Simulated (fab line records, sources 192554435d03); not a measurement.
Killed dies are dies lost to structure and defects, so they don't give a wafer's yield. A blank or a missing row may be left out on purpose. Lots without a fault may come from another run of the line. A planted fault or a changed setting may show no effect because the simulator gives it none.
Split-lot experiment | flow n5_finfet | 7 lots, 21 wafers read, on a route of 1938 steps

THE SPLIT
At N5_MOL_CONTACT_COAG_COAT_77 (time 60 s, resist thk 10 nm), the setting spin_rpm was moved away from the recipe's 1500 rpm on 5 of the 21 wafers read, by -3.7% to +9.1%. The other wafers ran this setting at the recipe's value.

FROM THE SPLIT TO THE READING: what the file shows between them, 3 steps
- N5_MOL_CONTACT_COAG_COAT_78: resist thk 40 nm
- N5_MOL_CONTACT_COAG_EBR_80
- N5_MOL_CONTACT_COAG_DESCUM_88: chemistry O2, time 7 s

THE READING
etch.depth_nm (the simulator's own value, which no gauge read), in nm, at N5_MOL_CONTACT_COAG_ETCH_89 (etches underlayer in N2/H2, target depth 13 nm, time 10.4 s). The file gives no usual value for it. The 16 wafers here that ran the recipe average 10.005 nm, standard deviation 0.02 nm.

wafer  | tool, chamber at the split | spin_rpm as run, rpm | against the recipe | etch.depth_nm, nm | against lot-mates on the recipe
L074.1 | litho_track-02, 0          | 1500                 | recipe             | 9.989             | -
L074.2 | litho_track-02, 0          | 1637                 | +9.1%              | 9.575             | -0.414
L074.5 | litho_track-02, 0          | 1637                 | +9.1%              | 9.572             | -0.417
L080.1 | litho_track-02, 0          | 1500                 | recipe             | 9.998             | -
L080.2 | litho_track-02, 0          | 1444                 | -3.7%              | 10.2              | +0.210
L080.5 | litho_track-02, 0          | 1500                 | recipe             | 9.981             | -
L081.1 | litho_track-02, 0          | 1500                 | recipe             | 9.998             | -
L081.2 | litho_track-02, 0          | 1500                 | recipe             | 9.982             | -
L081.5 | litho_track-02, 0          | 1597                 | +6.5%              | 9.688             | -0.302
L084.1 | litho_track-05, 0          | 1500                 | recipe             | 10.01             | -
L084.4 | litho_track-05, 0          | 1500                 | recipe             | 10.01             | -
L084.2 | litho_track-05, 0          | 1500                 | recipe             | 10                | -
L086.1 | litho_track-02, 0          | 1500                 | recipe             | 10.04             | -
L086.3 | litho_track-02, 0          | 1500                 | recipe             | 10.04             | -
L086.5 | litho_track-02, 0          | 1500                 | recipe             | 10.02             | -
L087.3 | litho_track-02, 0          | 1500                 | recipe             | 10.01             | -
L087.5 | litho_track-02, 0          | 1553                 | +3.5%              | 9.849             | -0.171
L087.6 | litho_track-02, 0          | 1500                 | recipe             | 10.03             | -
L091.4 | litho_track-02, 0          | 1500                 | recipe             | 10.01             | -
L091.5 | litho_track-02, 0          | 1500                 | recipe             | 9.985             | -
L091.6 | litho_track-02, 0          | 1500                 | recipe             | 9.975             | -

THE FIT
A straight line over all 21 wafers: etch.depth_nm changes by -0.0478 nm for each +1% of spin_rpm; r = -0.99; the points scatter about the line by 0.019 nm.
The same after taking each lot's own level away (the mean of its wafers on the recipe; 21 wafers): -0.0468 nm for each +1%; r = -1.00; scatter 0.012 nm.
On that fit, the largest move of spin_rpm shifts the reading by 0.43 nm.
The lots' own levels span 9.9890 to 10.0333 nm, that is 2.3 times the standard deviation above.
So the lot-to-lot level changes the slope little: the two slopes agree.
Check: with one of the wafers moved furthest among these (+9.1%) left out of the fit, the line predicts -0.431 nm for it against its lot-mates. It came out at -0.414 nm against them.

THE WHOLE CHAIN: every reading that the file lists as answering this split, in the file's order
step                        | what it does                                                | reading                                                                                        | change (the file's fit)                | r (the file's)
N5_MOL_CONTACT_COAG_COAT_77 | time 60 s, resist thk 10 nm                                 | underlayer_of_MOL_CONTACT_COAG_COAT_77.thk_nm (the simulator's own value, which no gauge read) | -0.0507 nm for each +1% of the setting | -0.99
N5_MOL_CONTACT_COAG_ETCH_89 | etches underlayer in N2/H2, target depth 13 nm, time 10.4 s | etch.depth_nm (the simulator's own value, which no gauge read)                                 | -0.0472 nm for each +1% of the setting | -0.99

THE FILE'S OWN FIT
etch.depth_nm changes by -0.0472 nm for each +1% of spin_rpm, r = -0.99.
